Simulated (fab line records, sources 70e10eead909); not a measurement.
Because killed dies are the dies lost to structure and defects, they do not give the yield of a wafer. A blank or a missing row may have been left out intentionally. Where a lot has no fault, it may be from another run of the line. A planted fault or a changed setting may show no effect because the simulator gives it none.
8D (eight disciplines) problem report, filled in by code    flow nand-harc    the parts of the form that need people (team, actions taken, sign-off) are left out

## 1. WHAT WENT WRONG
A mean of 677 is read at NHARC_END_SORT_01 for killed-at-array, taken on 1 wafer of 1 lot, against 28 (standard deviation 11) on wafers free of any fault. That is +59 standard deviations from the usual mean.
Earliest sighting: wafer L755.3 on prober-01 at day 24 00:22. The record holds 3 wafers of 1 lot with a number at this step. Rule for "out", or "out of limits": more than 4 standard deviations from the usual mean. The rest of the wafers with a number are treated as sound.

## 2. WHAT IT IS, AND WHAT IT ISN'T
question                     is                            is not
which readings at this step  killed-at-array, killed-dies  killed-at-other, killed-at-periphery, killed-open, killed-short
which lots                   L755                          -
which wafers of those lots   L755.3                        L755.1, L755.2
read on which gauges         prober-01                     -
when                         from day 24 00:22             up to then (2 sound wafers)

## 3. SUSPECTS, AND WHAT RULES EACH OUT
Counting: if a tool at a process step up to the reading ran every lot that is out, it stays a suspect. Sound lots after the first of them don't rule it out here, since some wafers of a struck lot are sound.
- the gauge at NHARC_END_SORT_01 is ruled out. All the wafers that are out were read on prober-01, but those of them that NHARC_A_CHANNEL_FILL_D1_ETCHBACK_20 has rows for are out there too, on other tools.
- har-etch-01 at NHARC_A_CHANNEL_HOLE_D1_ETCH_21 (etches the open film in C4F8/O2/Ar, time 514.3 s, target depth 1600 nm): kept. It ran the lot that is out, L755 (day 13 00:46).
- har-etch-01 at NHARC_A_CHANNEL_HOLE_D1_ETCH_23 (etches the open film in C4F8/O2/Ar, time 819 s, target depth 1600 nm): kept. It ran the lot that is out, L755 (day 13 01:46).
- har-etch-01 at NHARC_A_CHANNEL_HOLE_D1_ETCH_25 (etches the open film in C4F8/O2/Ar, time 1040.2 s, target depth 1500 nm): kept. It ran the lot that is out, L755 (day 13 03:14).
- rie-diel-05 at NHARC_A_CHANNEL_FILL_D1_ETCHBACK_20 (etches the open film in C4F8/O2/Ar, target depth 27 nm, time 13.5 s): kept. It ran the lot that is out, L755 (day 14 07:04). Out on those wafers are its own readings of oes-product-au.
- rie-diel-05, NHARC_A_CHANNEL_FILL_D1_ETCHBACK_20: wafers that are out in chamber 0, sound lot-mates in chambers 1, 2.
Left after counting: har-etch-01 at NHARC_A_CHANNEL_HOLE_D1_ETCH_21, har-etch-01 at NHARC_A_CHANNEL_HOLE_D1_ETCH_23, har-etch-01 at NHARC_A_CHANNEL_HOLE_D1_ETCH_25, rie-diel-05 at NHARC_A_CHANNEL_FILL_D1_ETCHBACK_20.

## 4. THE CAUSE (what the simulator had put in)
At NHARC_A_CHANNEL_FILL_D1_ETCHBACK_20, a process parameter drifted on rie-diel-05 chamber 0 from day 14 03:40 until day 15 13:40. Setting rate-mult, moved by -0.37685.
After counting, 4 suspects remain, this tool included.

## 5. THE EFFECT CHAIN, in route order
Each row: a reading whose mean over the struck wafers that have a number lies more than 3 standard deviations from the usual. Readings are gone through only where the record gives a usual standard deviation; hours: the median, over the lots, of the time from a lot's start at the first step in this table giving one to that lot's start at this step; sigmas: the change measured in usual standard deviations.
hours  step                                 reading          usual      on struck wafers  change  sigmas
0      NHARC_A_CHANNEL_FILL_D1_ETCHBACK_20  oes-product-au   0.95 a.u.  0.76              -0.19   -5.3
233    NHARC_END_SORT_01                    killed-at-array  28         677               +649    +59
233    NHARC_END_SORT_01                    killed-dies      32         677               +645    +59
It contains these process steps:
- NHARC_A_CHANNEL_FILL_D1_ETCHBACK_20: etches the open film in C4F8/O2/Ar, target depth 27 nm, time 13.5 s.

## 6. WHAT WOULD HAVE CAUGHT IT SOONER
237 hours passed between the start of the fault at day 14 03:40 and the first reading out of limits at a measuring or inspecting step in this record, taken at day 24 00:22.
Tool's own readings at NHARC_A_CHANNEL_FILL_D1_ETCHBACK_20, oes-product-au: out on all struck wafers the step has rows for; an alarm limit on them would have tripped on the first.
All the lots that are out (1) had begun NHARC_A_CHANNEL_FILL_D1_ETCHBACK_20 on rie-diel-05 by day 24 00:22. Holding the tool at that point would not have protected any of them.
